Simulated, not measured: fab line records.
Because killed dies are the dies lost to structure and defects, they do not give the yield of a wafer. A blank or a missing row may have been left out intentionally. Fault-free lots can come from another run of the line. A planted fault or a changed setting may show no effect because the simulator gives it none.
What tool caused it? ; flow n5 finfet ; 18 wafers from 7 lots sampled at 8 of the route's 1938 steps

## WHAT EACH GAUGE READ, for each wafer
N5_BEOL_M7_OCD_MEAS_38. Usual: trench depth nm at 93.0 nm, with a standard deviation of 1.5.
lot;measured;on;trench depth nm (nm);flag
L298;day 9 18:43;ocd-02;93.5 94.1 92.0;
L301;day 10 14:34;ocd-02;92.1 94.5 94.3;
L304;day 11 13:26;ocd-02;91.1 90.7 91.1;
L305;day 11 14:19;ocd-02;115.1 114.5;OFF
L310;day 12 18:50;ocd-01;115.1 121.0;OFF
L311;day 12 21:09;ocd-02;119.7 92.3;OFF
L317;day 14 14:04;ocd-01;94.6 94.3 94.1;

N5_BEOL_M7_THK_MEAS_53: measures by xrf. Usual: M7_THK typically reads 78.2 nm, with standard deviation 2.1.
lot;measured;on;M7_THK (nm);flag
L298;day 9 21:41;film metro-02;81.0 82.4 78.9;
L301;day 10 18:53;film metro-01;75.4 78.8 80.6;
L304;day 11 16:11;film metro-02;77.3 76.4 77.2;
L305;day 11 18:11;film metro-02;100.8 100.6;OFF
L310;day 12 21:33;film metro-02;99.9 104.6;OFF
L311;day 12 23:18;film metro-02;107.1 77.9;OFF
L317;day 14 16:49;film metro-02;80.1 80.1 78.0;

N5_BEOL_M7_RS_MEAS_57: measurement is done with a four-point probe. Usual: M7_RS typically reads 0.292 ohm/sq, with standard deviation 0.0091.
lot;measured;on;M7_RS (ohm/sq);flag
L298;day 9 21:51;film metro-01;0.286 0.279 0.296;
L301;day 10 19:02;film metro-02;0.297 0.285 0.276;
L304;day 11 16:19;film metro-02;0.297 0.301 0.296;
L305;day 11 18:21;film metro-02;0.219 0.221;OFF
L310;day 12 21:41;film metro-02;0.221 0.212;OFF
L311;day 12 23:26;film metro-01;0.203 0.293;OFF
L317;day 14 16:57;film metro-01;0.284 0.284 0.294;

N5_BEOL_M15_RC_MEAS_101. Usual: COMB_M10 1.42e-11 S/m, standard deviation 2.9e-12; COMB_M11 1.5e-11 S/m, standard deviation 3.1e-12; COMB_M12 6.8e-12 S/m, standard deviation 1.3e-12; COMB_M13 5.1e-12 S/m, standard deviation 1.1e-12; COMB_M14 3.7e-12 S/m, standard deviation 8.8e-13; COMB_M15 2.7e-12 S/m, standard deviation 6.4e-13; COMB_M15_max_site 3.8e-12 S/m, standard deviation 9.3e-13; COMB_M5 3.7e-11 S/m, standard deviation 8.3e-12; COMB_M6 2.5e-11 S/m, standard deviation 4.8e-12; COMB_M8 2.7e-11 S/m, standard deviation 5.2e-12; COMB_M9 1.5e-11 S/m, standard deviation 3.1e-12; SERP_M10 3.03 ohm/um, standard deviation 0.11; SERP_M11 3.09 ohm/um, standard deviation 0.085; SERP_M12 0.624 ohm/um, standard deviation 0.02; SERP_M13 0.308 ohm/um, standard deviation 0.0087; SERP_M14 0.156 ohm/um, standard deviation 0.0058; SERP_M5 40.3 ohm/um, standard deviation 2.2; SERP_M5_max_site 41.7 ohm/um, standard deviation 2.4; SERP_M6 13.5 ohm/um, standard deviation 0.73; SERP_M7 14.3 ohm/um, standard deviation 0.75; SERP_M7_max_site 14.9 ohm/um, standard deviation 0.81; SERP_M8 13.8 ohm/um, standard deviation 0.71; SERP_M9 3.07 ohm/um, standard deviation 0.085.
lot;measured;on;COMB_M10 (S/m);COMB_M11 (S/m);COMB_M12 (S/m);COMB_M13 (S/m);COMB_M14 (S/m);COMB_M15 (S/m);COMB_M15_max_site (S/m);COMB_M5 (S/m);COMB_M6 (S/m);COMB_M8 (S/m);COMB_M9 (S/m);SERP_M10 (ohm/um);SERP_M11 (ohm/um);SERP_M12 (ohm/um);SERP_M13 (ohm/um);SERP_M14 (ohm/um);SERP_M5 (ohm/um);SERP_M5_max_site (ohm/um);SERP_M6 (ohm/um);SERP_M7 (ohm/um);SERP_M7_max_site (ohm/um);SERP_M8 (ohm/um);SERP_M9 (ohm/um);flag
L298;day 12 22:52;prober-02;1.34e-11 1.9e-11 1.66e-11;1.6e-11 1.1e-11 2.2e-11;7.1e-12 6.7e-12 5.2e-12;5e-12 5e-12 6.2e-12;4.5e-12 4.2e-12 3.6e-12;2.3e-12 2.7e-12 2.8e-12;3.6e-12 3.7e-12 3.6e-12;4e-11 5.1e-11 3.3e-11;2.8e-11 1.9e-11 2e-11;1.8e-11 1.9e-11 3.3e-11;1.4e-11 1.6e-11 1.2e-11;2.96 3.02 3.07;2.93 2.98 3.13;0.603 0.607 0.605;0.295 0.312 0.300;0.146 0.146 0.154;42.8 39.1 38.9;43.9 41.2 39.6;12.7 13.3 12.9;14.3 14.1 14.4;14.9 14.6 15.4;15.1 14.8 14.5;3.17 3.20 3.27;
L301;day 13 21:24;prober-01;1.64e-11 1.34e-11 1.39e-11;1.1e-11 1.3e-11 1.3e-11;6.4e-12 8.9e-12 5.1e-12;5.1e-12 4e-12 3.3e-12;2.5e-12 2.3e-12 2.1e-12;2.5e-12 2.8e-12 3.4e-12;3.6e-12 3.6e-12 3.9e-12;3.6e-11 4e-11 3e-11;2.8e-11 3e-11 3.5e-11;2.5e-11 2.1e-11 2e-11;1.8e-11 2e-11 2.1e-11;2.93 3.01 3.00;3.11 3.08 3.06;0.656 0.633 0.640;0.303 0.316 0.302;0.155 0.158 0.149;38.5 41.7 42.5;40.3 44.0 43.4;14.0 14.0 14.2;14.6 14.0 13.5;15.1 14.4 14.3;13.9 12.5 13.8;3.16 3.11 3.06;
L304;day 14 06:20;prober-02;1.78e-11 1.4e-11 1.3e-11;1.4e-11 1.8e-11 1.4e-11;7.5e-12 8.3e-12 7.5e-12;6.1e-12 6.2e-12 5.7e-12;3.6e-12 4.4e-12 3.5e-12;3.8e-12 3.1e-12 3.8e-12;4.6e-12 4.3e-12 5.3e-12;4.8e-11 4.9e-11 5.4e-11;3e-11 2.6e-11 2.7e-11;2.7e-11 2.8e-11 3.1e-11;1.7e-11 1.4e-11 1.8e-11;2.99 2.96 2.84;3.02 3.08 3.07;0.590 0.596 0.598;0.303 0.311 0.322;0.157 0.152 0.151;39.5 43.1 41.5;41.3 44.8 42.6;14.0 12.6 14.5;14.0 14.5 14.4;14.6 15.0 15.2;12.8 13.3 13.7;2.99 3.15 3.04;
L305;day 14 06:38;prober-01;1.29e-11 1.3e-11;1.4e-11 1.1e-11;6.1e-12 6.5e-12;5.1e-12 6.4e-12;3.1e-12 2.9e-12;1.8e-12 2.2e-12;3.1e-12 4.9e-12;4.7e-11 3.8e-11;2.1e-11 2.3e-11;3e-11 3.1e-11;1.3e-11 1.5e-11;3.02 3.00;2.99 3.05;0.632 0.640;0.304 0.306;0.156 0.161;37.7 41.8;40.8 43.3;14.0 13.0;10.9 11.1;11.2 11.3;15.0 14.7;3.06 3.08;OFF
L310;day 15 11:15;prober-01;1.3e-11 1.65e-11;1.8e-11 1.6e-11;9.3e-12 9.1e-12;3.9e-12 4.7e-12;3.7e-12 2.4e-12;1.8e-12 2.5e-12;2.7e-12 4.2e-12;3.6e-11 2.7e-11;2.1e-11 3.5e-11;2.3e-11 2.7e-11;1.4e-11 1.2e-11;3.05 3.10;3.16 3.11;0.636 0.609;0.298 0.310;0.152 0.175;42.8 40.9;44.5 42.6;14.8 14.1;11.7 11.1;12.0 11.8;14.4 14.0;3.03 3.08;OFF
L311;day 15 14:35;prober-02;1.21e-11 1.16e-11;1.1e-11 2e-11;1.01e-11 9.2e-12;5.2e-12 4e-12;3.2e-12 3.3e-12;2.7e-12 4e-12;3.2e-12 6.3e-12;3.8e-11 4.1e-11;2.4e-11 3.1e-11;2.5e-11 2.8e-11;1.5e-11 1.7e-11;2.91 3.08;3.06 3.05;0.636 0.631;0.318 0.297;0.151 0.152;36.5 38.2;38.2 40.1;13.7 13.7;10.5 13.8;10.8 14.1;12.9 14.2;3.07 3.03;OFF
L317;day 17 02:57;prober-02;1.28e-11 1.68e-11 1.77e-11;1.3e-11 1.6e-11 1.3e-11;8.1e-12 5.7e-12 7.6e-12;5.1e-12 5.2e-12 5.4e-12;4.2e-12 4.6e-12 5.9e-12;2.6e-12 3.1e-12 2.9e-12;3.3e-12 5.1e-12 3.7e-12;3e-11 2.9e-11 4.3e-11;2.1e-11 2.7e-11 1.6e-11;3.5e-11 2.1e-11 2.8e-11;1.2e-11 1.5e-11 1.3e-11;2.91 3.04 2.93;3.09 3.11 3.08;0.624 0.624 0.591;0.313 0.307 0.299;0.165 0.164 0.152;40.0 37.1 41.0;40.9 38.4 41.8;13.9 13.7 12.9;13.1 13.9 15.2;13.8 14.2 16.5;14.4 13.5 14.1;2.97 2.94 3.01;

## EACH LOT AND THE TOOL THAT RAN IT (in order: tool; ch and the chambers of the sampled wafers; start)
lot;N5_BEOL_M7_HM_OPEN_17;N5_BEOL_M7_TRENCH_ETCH_37;N5_BEOL_M7_CURE_75;N5_BEOL_M7_SURFACE_TREAT_79
L298;rie metal-01 ch 0,1, day 9 17:28;rie diel-06 ch 2,3, day 9 18:34;uv cure-02 ch 2, day 9 19:01;pvd sputter-01, day 9 20:43
L301;rie metal-01 ch 0,1, day 10 13:10;rie diel-06 ch 0,3, day 10 14:20;uv cure-03 ch 2, day 10 14:52;pvd sputter-02, day 10 17:23
L304;rie metal-03 ch 0,1, day 11 12:00;rie diel-04 ch 0,2,3, day 11 13:16;uv cure-03 ch 0, day 11 13:40;pvd sputter-02, day 11 14:57
L305;rie metal-01 ch 1, day 11 12:08;rie diel-06 ch 2, day 11 14:10;uv cure-01 ch 0, day 11 14:34;pvd sputter-02, day 11 15:23
L310;rie metal-01 ch 0, day 12 17:11;rie diel-06 ch 1,2, day 12 18:41;uv cure-01 ch 2, day 12 19:05;pvd sputter-02, day 12 19:49
L311;rie metal-03 ch 0,1, day 12 19:53;rie diel-06 ch 0,1, day 12 20:59;uv cure-03 ch 1, day 12 21:26;pvd sputter-02, day 12 22:17
L317;rie metal-01 ch 0,1, day 14 13:00;rie diel-02 ch 1,2, day 14 13:55;uv cure-01 ch 2, day 14 14:25;pvd sputter-01, day 14 15:16
- N5_BEOL_M7_HM_OPEN_17: chemistry Cl2/BCl3, target TiN, target depth 20 nm, overetch 6 nm.
- N5_BEOL_M7_TRENCH_ETCH_37: etches SiCOH lowk in C4F6/O2, target depth 93.478 nm, time 31.2 s.
- N5_BEOL_M7_CURE_75: cures SiCOH lowk, time 120 s.
- N5_BEOL_M7_SURFACE_TREAT_79

## WHAT THE TOOLS THEMSELVES READ (means of the sampled wafers that have a number; where no wafer has one, the mark that the record gives instead)
N5_BEOL_M7_HM_OPEN_17. Usual: drypump motor current A 5.6 A, standard deviation 0.54; oes product au 0.66 a.u., standard deviation 0.096; throttle valve pct 22.00 %, standard deviation 0.25.
lot;tool;drypump motor current A (A);oes product au (a.u.);throttle valve pct (%);flag
L298;rie metal-01;6.2;0.77;22.12;
L301;rie metal-01;6.2;0.75;22.13;
L304;rie metal-03;5.1;0.57;21.91;
L305;rie metal-01;5.9;0.67;22.21;
L310;rie metal-01;6.4;0.77;22.11;
L311;rie metal-03;5.2;0.56;21.85;
L317;rie metal-01;6.1;0.69;22.18;

N5_BEOL_M7_TRENCH_ETCH_37. Usual: drypump motor current A 5.6 A, standard deviation 0.47; oes_f_703_au 0.79 a.u., standard deviation 0.075; oes_o_777_au 0.79 a.u., standard deviation 0.08; oes product au 0.80 a.u., standard deviation 0.082; rf vpp V 666 V, standard deviation 20; run length s 54.6 s, standard deviation 0.48; showerhead plenum p Torr 2.81 Torr, standard deviation 0.078; throttle valve pct 21.0 %, standard deviation 0.37.
lot;tool;drypump motor current A (A);oes_f_703_au (a.u.);oes_o_777_au (a.u.);oes product au (a.u.);rf vpp V (V);run length s (s);showerhead plenum p Torr (Torr);throttle valve pct (%);flag
L298;rie diel-06;5.1;0.80;0.79;0.79;653;55.0;2.80;21.1;
L301;rie diel-06;5.3;0.78;0.77;0.76;657;54.2;2.74;21.2;
L304;rie diel-04;5.7;0.76;0.77;0.76;663;54.7;2.89;21.1;
L305;rie diel-06;4.8;0.85;0.83;0.88;659;63.9;2.94;20.8;OFF
L310;rie diel-06;4.9;0.85;0.85;0.90;676;63.2;2.98;20.8;OFF
L311;rie diel-06;5.2;0.83;0.84;0.86;682;58.1;2.88;20.9;OFF
L317;rie diel-02;5.9;0.83;0.83;0.83;650;55.0;2.75;20.6;

N5_BEOL_M7_CURE_75. Usual: lamp power pct 52.32 %, standard deviation 0.053; wafer_temp_C_max 371.9, standard deviation 0.54.
lot;tool;lamp power pct (%);wafer_temp_C_max;flag
L298;uv cure-02;52.31;372.6;
L301;uv cure-03;52.38;371.2;
L304;uv cure-03;52.36;371.5;
L305;uv cure-01;52.29;372.4;
L310;uv cure-01;52.33;372.4;
L311;uv cure-03;52.38;371.9;
L317;uv cure-01;52.35;372.6;

## THE ANSWER, worked out from the rows above alone
Rule: a lot is off if the mean of its wafers that have a number lies more than 3 standard deviations from the usual mean. A lot without any number at a reading at which 4 lots or more have one is off too. Where the step has rows for the other lots, those lots are counted as sound. The gauges are gone through in route order, then the tools' own readings, and for those a lot's mean is taken as printed above. The first step at which some lot is off is used, and at that step the reading that is off furthest; a lot without a number counts as furthest.
Off: L305, L310, L311 (N5_BEOL_M7_OCD_MEAS_38, trench depth nm).
A tool fits if, at a process step before that reading, it ran every lot that is off, and no sound lot after the first of them. The gauges at N5_BEOL_M7_OCD_MEAS_38 aren't tried: what is off there is off at N5_BEOL_M7_THK_MEAS_53 too, on other tools, and a gauge's error can't cause that. One candidate fits, namely rie diel-06 at N5_BEOL_M7_TRENCH_ETCH_37. Its last sound lot is L301 (day 10 14:20), its first lot that is off L305 (day 11 14:10): a fault that began between those two fits.
The tool's own readings at N5_BEOL_M7_TRENCH_ETCH_37 bear it out: on the lots that are off they differ by more than 5 times the standard deviation of the sound lots' means. run length s reads 61.7 s there against 54.7 s on the sound lots.

## WHAT THE SIMULATOR HAD PUT IN
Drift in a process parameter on rie diel-06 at N5_BEOL_M7_TRENCH_ETCH_37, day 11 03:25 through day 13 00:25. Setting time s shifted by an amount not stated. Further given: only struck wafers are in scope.
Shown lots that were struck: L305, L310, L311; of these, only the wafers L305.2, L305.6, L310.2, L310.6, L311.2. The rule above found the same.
